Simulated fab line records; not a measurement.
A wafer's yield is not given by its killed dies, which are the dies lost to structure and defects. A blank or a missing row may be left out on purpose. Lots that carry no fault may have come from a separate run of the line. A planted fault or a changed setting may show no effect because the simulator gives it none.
What tool caused it? :: flow nand harc :: 14 lots with 42 wafers sampled at 4 steps, on a route of 1302 steps

## WHAT EACH GAUGE READ, for each wafer
NHARC_END_SORT_01.
lot: L546
measured: day 27 01:09
on: prober-02
killed at array: 117 144 151
killed at other: 1 1 0
killed at periphery: 6 0 3
killed dies: 124 145 154
killed open: 2 4 5
killed short: 5 0 0

lot: L548
measured: day 27 19:47
on: prober-01
killed at array: 85 103 111
killed at other: 0 0 1
killed at periphery: 6 10 10
killed dies: 91 113 122
killed open: 1 8 2
killed short: 1 5 2

## EACH LOT AND THE TOOL THAT RAN IT (in order: tool; ch and the chambers of the sampled wafers; start)
lot: L540
NHARC_A_CONTACT_ETCH_112: har cap etch-02 ch 0,1, day 21 03:58
NHARC_A_BONDPAD_ANNEAL_28: rtp anneal-01 ch 0, day 22 19:54
NHARC_THIN_TSV_ETCH_36: rie metal-01 ch 0,1, day 23 12:29

lot: L541
NHARC_A_CONTACT_ETCH_112: har cap etch-03 ch 0,1, day 21 17:46
NHARC_A_BONDPAD_ANNEAL_28: rtp anneal-02 ch 0, day 23 08:09
NHARC_THIN_TSV_ETCH_36: rie metal-01 ch 0,1, day 24 03:48

lot: L542
NHARC_A_CONTACT_ETCH_112: har cap etch-02 ch 1, day 22 01:49
NHARC_A_BONDPAD_ANNEAL_28: rtp anneal-01 ch 0, day 23 17:17
NHARC_THIN_TSV_ETCH_36: rie metal-03 ch 0,1, day 24 16:20

lot: L546
NHARC_A_CONTACT_ETCH_112: har cap etch-02 ch 0,1, day 24 05:07
NHARC_A_BONDPAD_ANNEAL_28: rtp anneal-01 ch 0, day 25 21:50
NHARC_THIN_TSV_ETCH_36: rie metal-02 ch 0,1, day 26 17:09

lot: L548
NHARC_A_CONTACT_ETCH_112: har cap etch-02 ch 0,1, day 24 22:00
NHARC_A_BONDPAD_ANNEAL_28: rtp anneal-01 ch 0, day 26 13:45
NHARC_THIN_TSV_ETCH_36: rie metal-03 ch 0,1, day 27 09:08

lot: L553
NHARC_A_CONTACT_ETCH_112: har cap etch-03 ch 0,1, day 26 03:46
NHARC_A_BONDPAD_ANNEAL_28: rtp anneal-02 ch 0, day 27 22:19
NHARC_THIN_TSV_ETCH_36: rie metal-01 ch 0,1, day 28 19:01

lot: L552
NHARC_A_CONTACT_ETCH_112: har cap etch-01 ch 0,1, day 26 04:53
NHARC_A_BONDPAD_ANNEAL_28: rtp anneal-01 ch 0, day 28 00:31
NHARC_THIN_TSV_ETCH_36: rie metal-03 ch 0,1, day 28 19:58

lot: L555
NHARC_A_CONTACT_ETCH_112: har cap etch-03 ch 0,1, day 27 02:48
NHARC_A_BONDPAD_ANNEAL_28: rtp anneal-01 ch 0, day 28 17:21
NHARC_THIN_TSV_ETCH_36: rie metal-03 ch 0,1, day 29 14:08

lot: L554
NHARC_A_CONTACT_ETCH_112: har cap etch-01 ch 0,1, day 27 05:29
NHARC_A_BONDPAD_ANNEAL_28: rtp anneal-02 ch 0, day 28 19:15
NHARC_THIN_TSV_ETCH_36: rie metal-01 ch 0,1, day 29 13:04

lot: L556
NHARC_A_CONTACT_ETCH_112: har cap etch-02 ch 0,1, day 28 03:47
NHARC_A_BONDPAD_ANNEAL_28: rtp anneal-02 ch 0, day 29 17:39
NHARC_THIN_TSV_ETCH_36: rie metal-02 ch 0,1, day 30 14:32

lot: L559
NHARC_A_CONTACT_ETCH_112: har cap etch-02 ch 0,1, day 29 07:55
NHARC_A_BONDPAD_ANNEAL_28: rtp anneal-01 ch 0, day 31 00:38
NHARC_THIN_TSV_ETCH_36: rie metal-02 ch 0,1, day 31 20:00

lot: L560
NHARC_A_CONTACT_ETCH_112: har cap etch-01 ch 0,1, day 29 13:49
NHARC_A_BONDPAD_ANNEAL_28: rtp anneal-02 ch 0, day 31 03:41
NHARC_THIN_TSV_ETCH_36: rie metal-01 ch 0,1, day 31 21:28

lot: L558
NHARC_A_CONTACT_ETCH_112: har cap etch-03 ch 1, day 29 14:06
NHARC_A_BONDPAD_ANNEAL_28: rtp anneal-01 ch 0, day 31 11:10
NHARC_THIN_TSV_ETCH_36: rie metal-03 ch 0,1, day 32 08:54

lot: L561
NHARC_A_CONTACT_ETCH_112: har cap etch-02 ch 1, day 30 04:14
NHARC_A_BONDPAD_ANNEAL_28: rtp anneal-02 ch 0, day 31 20:59
NHARC_THIN_TSV_ETCH_36: rie metal-02 ch 0,1, day 32 19:08
- NHARC_A_CONTACT_ETCH_112: etches the open film in C4F8/O2/Ar, time 190 s, target depth 1850 nm.
- NHARC_A_BONDPAD_ANNEAL_28: time 90 s.
- NHARC_THIN_TSV_ETCH_36: etches the open film in Cl2/BCl3, target depth 65 nm, time 18.571 s.

## WHAT THE TOOLS THEMSELVES READ (means of the sampled wafers that have a number; where no wafer has one, the mark that the record gives instead)
NHARC_A_BONDPAD_ANNEAL_28.
lot: L540
tool: rtp anneal-01
wafer_temp_C_max: 226.11

lot: L541
tool: rtp anneal-02
wafer_temp_C_max: 225.72

lot: L542
tool: rtp anneal-01
wafer_temp_C_max: 226.21

lot: L546
tool: rtp anneal-01
wafer_temp_C_max: 226.09

lot: L548
tool: rtp anneal-01
wafer_temp_C_max: 225.94

lot: L553
tool: rtp anneal-02
wafer_temp_C_max: 225.65

lot: L552
tool: rtp anneal-01
wafer_temp_C_max: 225.91

lot: L555
tool: rtp anneal-01
wafer_temp_C_max: 226.03

lot: L554
tool: rtp anneal-02
wafer_temp_C_max: 225.98

lot: L556
tool: rtp anneal-02
wafer_temp_C_max: 225.89

lot: L559
tool: rtp anneal-01
wafer_temp_C_max: 225.89

lot: L560
tool: rtp anneal-02
wafer_temp_C_max: 225.81

lot: L558
tool: rtp anneal-01
wafer_temp_C_max: 226.18

lot: L561
tool: rtp anneal-02
wafer_temp_C_max: 225.74

NHARC_THIN_TSV_ETCH_36.
lot: L540
tool: rie metal-01
drypump motor current A (A): 6.0
oes product au (a.u.): 0.996

lot: L541
tool: rie metal-01
drypump motor current A (A): 6.0
oes product au (a.u.): 0.990

lot: L542
tool: rie metal-03
drypump motor current A (A): 5.8
oes product au (a.u.): 1.000

lot: L546
tool: rie metal-02
drypump motor current A (A): 5.6
oes product au (a.u.): 1.005

lot: L548
tool: rie metal-03
drypump motor current A (A): 5.7
oes product au (a.u.): 0.992

lot: L553
tool: rie metal-01
drypump motor current A (A): 5.7
oes product au (a.u.): 0.993

lot: L552
tool: rie metal-03
drypump motor current A (A): 5.9
oes product au (a.u.): 0.999

lot: L555
tool: rie metal-03
drypump motor current A (A): 5.9
oes product au (a.u.): 0.991

lot: L554
tool: rie metal-01
drypump motor current A (A): 6.0
oes product au (a.u.): 0.997

lot: L556
tool: rie metal-02
drypump motor current A (A): 5.5
oes product au (a.u.): 1.016

lot: L559
tool: rie metal-02
drypump motor current A (A): 5.2
oes product au (a.u.): 1.020

lot: L560
tool: rie metal-01
drypump motor current A (A): 6.0
oes product au (a.u.): 0.991

lot: L558
tool: rie metal-03
drypump motor current A (A): 5.7
oes product au (a.u.): 1.003

lot: L561
tool: rie metal-02
drypump motor current A (A): 5.2
oes product au (a.u.): 1.022

## THE ANSWER, worked out from the rows above alone
Rule: usual is defined by the lots themselves. The widest of any qualifying gaps counts: lots, ordered by their means at a reading, are off when they make up no more than a third of the lots, leave a main group of 4 or more, and stand apart from it by 3 or more times the standard deviation of that group's means. A main group whose means are all the same, to the digits that the tables above print for the reading, isn't used. Also off: a lot with no number at a reading for which 4 or more lots have one. All remaining lots with rows at the step are treated as sound. The gauges are gone through in route order, then the tools' own readings, and for those a lot's mean is taken as printed above. The first step at which some lot is off is used, and at that step the reading that is off furthest; a lot without a number counts as furthest.
Nothing can be told from this: no lot is off at any reading shown.

## WHAT THE SIMULATOR HAD INSERTED
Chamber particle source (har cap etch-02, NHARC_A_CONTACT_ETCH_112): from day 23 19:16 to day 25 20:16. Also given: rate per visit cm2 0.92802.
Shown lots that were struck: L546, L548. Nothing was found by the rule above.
